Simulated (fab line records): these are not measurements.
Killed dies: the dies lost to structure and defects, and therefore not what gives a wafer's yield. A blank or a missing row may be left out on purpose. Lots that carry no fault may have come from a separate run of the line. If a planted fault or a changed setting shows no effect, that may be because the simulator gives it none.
A struck lot beside a sound one | flow n5Finfet | 38 steps out of a route of 1938
Sound: the wafers L395.2, L395.4, L395.6. The struck wafers were L406.1, L406.3, L406.4. Last of all comes the cause.
Each step with rows lists, per side, the tool, then ch with its chambers, then its first start. Under that, the readings that differ: sound wafers | struck wafers | difference of the means | sigmas: that difference in standard deviations of wafers without a fault.
alike: words and numbers the same on both sides, and readings whose means are apart by under 2 such deviations; not compared: readings that were withheld, readings missing a value for some wafer, numbers with overlapping values and no deviation given by the record, and bounds like >300 which may hide the same value.
A row with sigmas, a row that says differs or no value, or rows on one side alone: a step with any of these is where the two part. Non-overlapping numbers with no deviation appear without sigmas and do not part them. A reading missing from all wafers of one side parts the sides only when that side holds two or more wafers.

first, 9 steps without rows for these wafers: N5_BEOL_M3_EBR_24; N5_BEOL_M3_SOFTBAKE_23 (time 60 s); N5_BEOL_M3_EXPOSE_25 (exposes mask V2, defocus 5 nm); N5_BEOL_M3_PEB_26 (peb time 60 s); N5_BEOL_M3_DEVELOP_27 (develop time 30 s); N5_BEOL_M3_DESCUM_33 (chemistry O2, time 7 s); N5_BEOL_M3_ETCH_77 (etches underlayer in N2/H2, target depth 6.5 nm, time 5.2 s); N5_BEOL_M3_ETCH_69 (etches SiARC in CF4, target depth 15.6 nm, time 26 s); N5_BEOL_M3_ALD_98 (deposits SiO2, target thk 2.5 nm, pulse time 1 s, co reactant pulse time 1 s).
N5_BEOL_M3_ETCHBACK_99: etches SiO2 in CHF3, target depth 5 nm, time 10.4 s.
  sound on rieDiel-04 ch 0,1,2, day 7 02:10; struck on rieDiel-04 ch 0,1,3, day 10 10:02
  alike: CHF3_flow_sccm, drypumpMotorCurrentA, oesProductAu, rfVppV, showerheadPlenumPTorr, throttleValvePct
  not compared: rfHoursCounterH
then, 27 steps without rows for these wafers: N5_BEOL_M3_ETCH_70 (etches SOC in N2/H2, target depth 80 nm, overetch 16 nm, time 120 s); N5_BEOL_M3_STRIP_71 (strips in N2/H2); N5_BEOL_M3_STRIP_78 (strips in N2/H2); N5_BEOL_M3_VIA_ETCH_34 (etches the open film in C4F6/O2, target depth 69.4 nm, time 65.9 s); N5_BEOL_M3_STRIP_83 (strips in C4F6/O2); N5_BEOL_M3_STRIP_36 (strips in N2/H2); N5_BEOL_M3_TRENCH_ETCH_37 (etches SiOC in C4F6/O2, target depth 55.555 nm, time 29.2 s); N5_BEOL_M3_ETCH_41 (etches SiCN in CH3F/O2, target depth 29.9 nm, time 52.5 s); N5_BEOL_M3_STRIP_97 (strips in N2/H2, time 10 s); N5_BEOL_M3_HM_STRIP_39 (strips TiN in peroxide tin strip, target depth 25 nm, time 158 s); N5_BEOL_M3_SRD_40 (time 30 s); N5_BEOL_M3_PRECLEAN_42 (cleans in residue remover, time 60 s); N5_BEOL_M3_SRD_43 (time 30 s); N5_BEOL_M3_DEGAS_44 (time 60 s); N5_BEOL_M3_PRE_CLEAN_45 (time 30 s); N5_BEOL_M3_ALD_84 (deposits TaN, pulse time 2 s, purge time 3 s, co reactant purge time 2 s); N5_BEOL_M3_SURFACE_TREAT_85; N5_BEOL_M3_CVD_47 (deposits Co from CCTBA/H2, target thk 3 nm, time 223.8 s); N5_BEOL_M3_SPUTTER_48 (material Cu, target thk 4.5 nm, time 8.29 s); N5_BEOL_M3_ANNEAL_49 (time 240 s); N5_BEOL_M3_SPUTTER_79 (material Cu, target thk 4.5 nm, time 8.29 s); N5_BEOL_M3_ANNEAL_80 (time 240 s); N5_BEOL_M3_SPUTTER_81 (material Cu, target thk 4.5 nm, time 8.29 s); N5_BEOL_M3_ANNEAL_82 (time 240 s); N5_BEOL_M3_SPUTTER_86 (material Cu, target thk 4.5 nm, time 8.29 s); N5_BEOL_M3_ANNEAL_87 (time 240 s); N5_BEOL_M3_SPUTTER_88 (material Cu, target thk 4.5 nm, time 8.29 s).
-- a jump in the record: the struck wafers' starts before and after are 6 days apart (it breaks off in module BEOL_M3 and resumes in module PASSIVATION, where the first step shown is number 1936 of the route) --
N5_PASSIVATION_PROBE_49:
  the record has rows for the struck wafers here (prober-02, day 16 05:01) and none for the sound ones

## WHERE THEY PART
N5_PASSIVATION_PROBE_49 only, going by this record.

WHY: what the simulator had put in
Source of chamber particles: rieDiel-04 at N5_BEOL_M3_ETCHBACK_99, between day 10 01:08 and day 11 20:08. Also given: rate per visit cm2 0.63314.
